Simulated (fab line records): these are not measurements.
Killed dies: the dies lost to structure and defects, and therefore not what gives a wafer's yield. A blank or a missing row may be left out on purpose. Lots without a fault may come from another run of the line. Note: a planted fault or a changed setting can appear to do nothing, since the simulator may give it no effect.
Struck lot and sound lot, side by side -- flow n5_finfet -- 42 steps out of a route of 1938
Sound: the wafers L822.1, L822.2, L822.6. Wafers L837.1, L837.3, L837.4 were the ones struck. At the end, the cause is stated.
Order at every step that has rows: each side's tool, ch and its chambers, its first start. Under that, the readings that differ: sound wafers -- struck wafers -- difference of the means -- sigmas: that difference in standard deviations of wafers without a fault.
alike: readings with means less than 2 such deviations apart, plus words and numbers identical on both sides. not compared: withheld readings, readings lacking a value on some wafer, bounds such as >300 that could conceal the same value, and numbers that have no deviation in the record and whose values overlap.
Wherever a step has rows on one side only, a row that says differs or no value, or a row with sigmas, the two part there. Numbers that don't overlap but have no deviation are shown without sigmas and don't part them. A reading that every wafer of one side lacks parts them only if that side has two wafers or more.

first, 3 steps without rows for these wafers: N5_SD_EPI_P_STRIP_38 (strips in N2/H2); N5_SD_EPI_P_ETCHBACK_46 (etches SiNx in CH3F/O2, stops on SiO2, target depth 17.5 nm); N5_SD_EPI_P_ETCH_47 (etches SiOCN in CH3F/O2, target depth 25 nm).
N5_SD_EPI_P_ETCH_16: etches SiO2 in CHF3/O2, target depth 5 nm.
  sound on rie_diel-03 ch 2,3, day 3 06:48; struck on rie_diel-03 ch 1,2,3, day 7 00:46
  alike: drypump_motor_current_A, oes_product_au, rf_vpp_V, showerhead_plenum_p_Torr, throttle_valve_pct
  not compared: rf_hours_counter_h
then, 1 step without rows for these wafers: N5_SD_EPI_P_STRIP_50 (strips in CHF3/O2).
N5_SD_EPI_P_SD_RECESS_17: chemistry HBr/Cl2/O2, target depth 39.1 nm, bt time 3 s.
  sound on rie_si-02 ch 1,2,3, day 3 06:52; struck on rie_si-02 ch 0,1,3, day 7 00:50
  alike: drypump_motor_current_A, oes_product_au, throttle_valve_pct
  not compared: rf_hours_counter_h
then, 6 steps without rows for these wafers: N5_SD_EPI_P_WET_ETCH_45 (etches SiO2 in dHF, time 10.7 s, target depth 2 nm, rinse time 30 s); N5_SD_EPI_P_STRIP_40 (strips in N2/H2); N5_SD_EPI_P_PRECLEAN_52 (cleans in O3/DIW, time 60 s); N5_SD_EPI_P_SRD_20 (time 30 s); N5_SD_EPI_P_PRECLEAN_51 (cleans in NF3:NH3, afs cycles 1, time 20 s, sublimation time 60 s); N5_SD_EPI_P_VAPOR_ETCH_44 (etches SiGe30 in NF3/Ar, time 3.3 s).
N5_SD_EPI_P_EPI_21: deposits SiGe:B, time 355 s.
  sound on epi_rpcvd-02 ch 0, day 3 07:40; struck on epi_rpcvd-01 ch 0, day 7 01:30
reading,sound,struck,difference,sigmas
model.SiGe-B_of_SD_EPI_P_EPI_21.thk_nm (nm),63.2 62.6 63.2,58 57.8 57.6,-5,
  alike: lamp_inner_pct
N5_SD_EPI_P_EPI_MEAS_23:
  sound: film_metro-02 at day 3 10:34; struck: film_metro-01 at day 7 03:41
reading,sound,struck,difference,sigmas
thk_nm (nm),62.5 63.5 64.5,56.7 58.2 56.8,-6.3,-5
then, 6 steps without rows for these wafers: N5_SD_EPI_P_HM_STRIP_48 (strips SiNx in H3PO4, material SiNx, target depth 3 nm); N5_SD_EPI_P_SRD_49 (time 30 s); N5_SD_EPI_P_PRECLEAN_24 (cleans in O3/DIW, time 45 s); N5_SD_EPI_P_PRECLEAN_32 (cleans in dHF, time 10 s); N5_SD_EPI_P_PRECLEAN_33 (cleans in SC2, time 45 s); N5_SD_EPI_P_SRD_25 (time 30 s).
N5_SD_EPI_P_INSPECT_26: inspects for defects (darkfield).
  sound: defect_inspect-01 at day 3 10:45; struck: defect_inspect-01 at day 7 03:52
reading,sound,struck,difference,sigmas
raw_defect_count,175 150 119,208 231 240,+78,+2
then, 2 steps without rows for these wafers: N5_SD_ACTIVATION_RTA_00 (time 0 s); N5_SD_ACTIVATION_LSA_01 (time 0.0008 s).
N5_SD_ACTIVATION_INSPECT_02: inspects for defects (darkfield).
  sound: defect_inspect-02 at day 3 11:30; struck: defect_inspect-02 at day 7 04:37
reading,sound,struck,difference,sigmas
raw_defect_count,169 144 120,231 205 235,+79,+2
N5_ILD0_LINER_00: material SiNx, target thk 4 nm, pulse time 1 s, purge time 2 s.
  sound on ald_sin-03 ch 0,2,3, day 3 11:32; struck on ald_sin-02 ch 0,1,3, day 7 04:40
  alike: heater_power_w, precursor_pulse_height_rel
then, 2 steps without rows for these wafers: N5_ILD0_FCVD_FILL_01 (material SiO2 flowable, target thk 200 nm, time 328.3 s); N5_ILD0_CURE_02 (time 1800 s).
N5_ILD0_CMP_03: polishes, stops on SiNx, t overpolish 1.9 s, target thk 197.38 nm.
  sound on cmp-01 ch 1,2, day 3 14:17; struck on cmp-01 ch 0,1,3, day 7 07:01
  alike: motor_current_A, overpolish_run_s, time_to_endpoint_s
N5_ILD0_THK_MEAS_04:
  sound: film_metro-02 at day 3 14:34; struck: film_metro-01 at day 7 07:19
  alike: thk_nm
then, 1 step without rows for these wafers: N5_ILD0_CMP_07 (polishes SiO2 flowable, stops on poly-Si, t overpolish 1.18 s, target thk 138.88 nm).
N5_ILD0_THK_MEAS_08:
  sound: film_metro-01 at day 3 14:54; struck: film_metro-01 at day 7 07:38
  alike: thk_nm
then, 2 steps without rows for these wafers: N5_ILD0_PRECLEAN_10 (cleans in NF3:NH3, afs cycles 5, time 20 s, sublimation time 60 s); N5_ILD0_ALD_15 (deposits SiNx, target thk 24 nm, pulse time 1 s, ald cycles 480).
N5_ILD0_CMP_12: polishes SiNx, stops on poly-Si, t overpolish 6 s, target thk 17.67 nm.
  sound on cmp-01 ch 0,1, day 3 17:51; struck on cmp-01 ch 0,1,2, day 7 10:35
  alike: motor_current_A, overpolish_run_s, time_to_endpoint_s
N5_ILD0_THK_MEAS_13:
  sound: film_metro-01 at day 3 18:07; struck: film_metro-01 at day 7 10:51
  alike: thk_nm
N5_ILD0_INSPECT_06: inspects for defects (darkfield).
  sound: defect_inspect-02 at day 3 18:08; struck: defect_inspect-02 at day 7 10:53
  alike: raw_defect_count
then, 4 steps without rows for these wafers: N5_SDB_HM_DEP_00 (deposits SiNx from SiH4/NH3/N2, target thk 40 nm, time 35.3 s); N5_SDB_COAT_03 (time 60 s, resist thk 100 nm); N5_SDB_COAT_04 (time 60 s, resist thk 18 nm); N5_SDB_COAT_05 (resist thk 90 nm).
N5_MOL_CONTACT_COAG_ETCH_110: etches Si in CF4/O2, target depth 2.5 nm, time 8 s.
  sound on rie_diel-04 ch 1,2, day 4 16:35; struck on rie_diel-01 ch 1,2,3, day 8 09:32
reading,sound,struck,difference,sigmas
model.SiGe-B_of_SD_EPI_P_EPI_21.thk_nm (nm),60 59.6 60.2,55.2 55.2 54.8,-4.9,
  alike: drypump_motor_current_A, oes_product_au, rf_vpp_V, showerhead_plenum_p_Torr, throttle_valve_pct
  not compared: rf_hours_counter_h
-- record jumps: 7 days separate the struck wafers' starts on either side; left off in module MOL_CONTACT_COAG, taken up again in module PASSIVATION, whose first shown step is the route's number 1936 --
N5_PASSIVATION_PROBE_49:
  sound: prober-02 at day 11 21:44; struck: prober-02 at day 15 09:34
  alike: killed_at_M0_to_M3, killed_at_M4_up, killed_at_contacts, killed_at_front_end, killed_at_other, killed_dies, killed_on_rim, killed_open, killed_short

## WHERE THEY PART
Last at N5_SD_ACTIVATION_INSPECT_02 as far as this record goes, first at N5_SD_EPI_P_EPI_MEAS_23. Later steps at which nothing parts them and some readings are alike: N5_ILD0_LINER_00, N5_ILD0_CMP_03, N5_ILD0_THK_MEAS_04, N5_ILD0_THK_MEAS_08, N5_ILD0_CMP_12, N5_ILD0_THK_MEAS_13, N5_ILD0_INSPECT_06, N5_MOL_CONTACT_COAG_ETCH_110, N5_PASSIVATION_PROBE_49.

WHY: the cause the simulator had injected
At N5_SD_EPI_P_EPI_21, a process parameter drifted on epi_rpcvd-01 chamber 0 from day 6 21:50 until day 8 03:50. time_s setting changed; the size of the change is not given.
